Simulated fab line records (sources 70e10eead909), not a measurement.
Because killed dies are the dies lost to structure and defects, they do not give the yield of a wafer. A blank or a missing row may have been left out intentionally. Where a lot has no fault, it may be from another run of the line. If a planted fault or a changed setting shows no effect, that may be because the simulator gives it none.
Matching of chambers	flow nand harc	rie diel-06 running NHARC_THIN_TSV_ETCHBACK_48: 4 sister chambers
The step etches the open film in C4F8/Ar, target depth 1028.5 nm, time 405.17 s. 14 wafers are shown with their chamber, then 7 later ones without.

EACH WAFER AND ITS CHAMBER
wafer	chamber	rf vpp V (V)	oes product au (a.u.)
L603.2	3	543	0.99
L603.3	1	551	1.03
L603.4	2	550	1.00
L604.1	0	545	0.99
L604.4	3	542	1.00
L604.5	2	549	0.93
L605.1	1	550	0.96
L605.3	2	549	0.93
L605.6	3	543	0.94
L607.1	3	543	0.94
L607.2	2	548	0.94
L607.5	0	544	0.92
L610.1	2	550	1.01
L610.4	0	546	0.99

SIGNATURES (means of the wafers above)
reading	chamber 0	chamber 1	chamber 2	chamber 3	scatter within a chamber
rf vpp V	545.00	550.50	549.20	542.75	0.778
oes product au	0.9667	0.9950	0.9620	0.9675	0.0388
Rule: for each reading, subtract the chamber's mean from the wafer's reading, divide by that reading's scatter and square the result; add these up over the readings and take the root, which gives the wafer's distance from the chamber. If the next closest chamber is less than 2 further off than the closest, the wafer can't be placed; otherwise it belongs to the closest. The scatter: the root of (the sum of the squares of (reading less its chamber's mean) over the shown wafers, divided by (wafers less chambers)).

WAFERS MISSING THEIR CHAMBER
wafer	rf vpp V (V)	oes product au (a.u.)
L610.6	550	1.00
L621.2	551	0.92
L621.3	549	0.93
L621.5	543	0.93
L622.1	541	0.94
L622.2	550	0.91
L622.3	550	0.93

CHAMBER TAKEN BY EACH
wafer	from the rows above	in truth
L610.6	can't be placed: 1 or 2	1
L621.2	can't be placed: 1 or 2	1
L621.3	can't be placed: 2 or 1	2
L621.5	can't be placed: 3 or 0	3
L622.1	3	3
L622.2	can't be placed: 2 or 1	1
L622.3	can't be placed: 2 or 1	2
Correctly placed: 1 of 7. Not placeable from these rows: 6 (in 6, the candidates include the true chamber). Placed wrongly: 0.
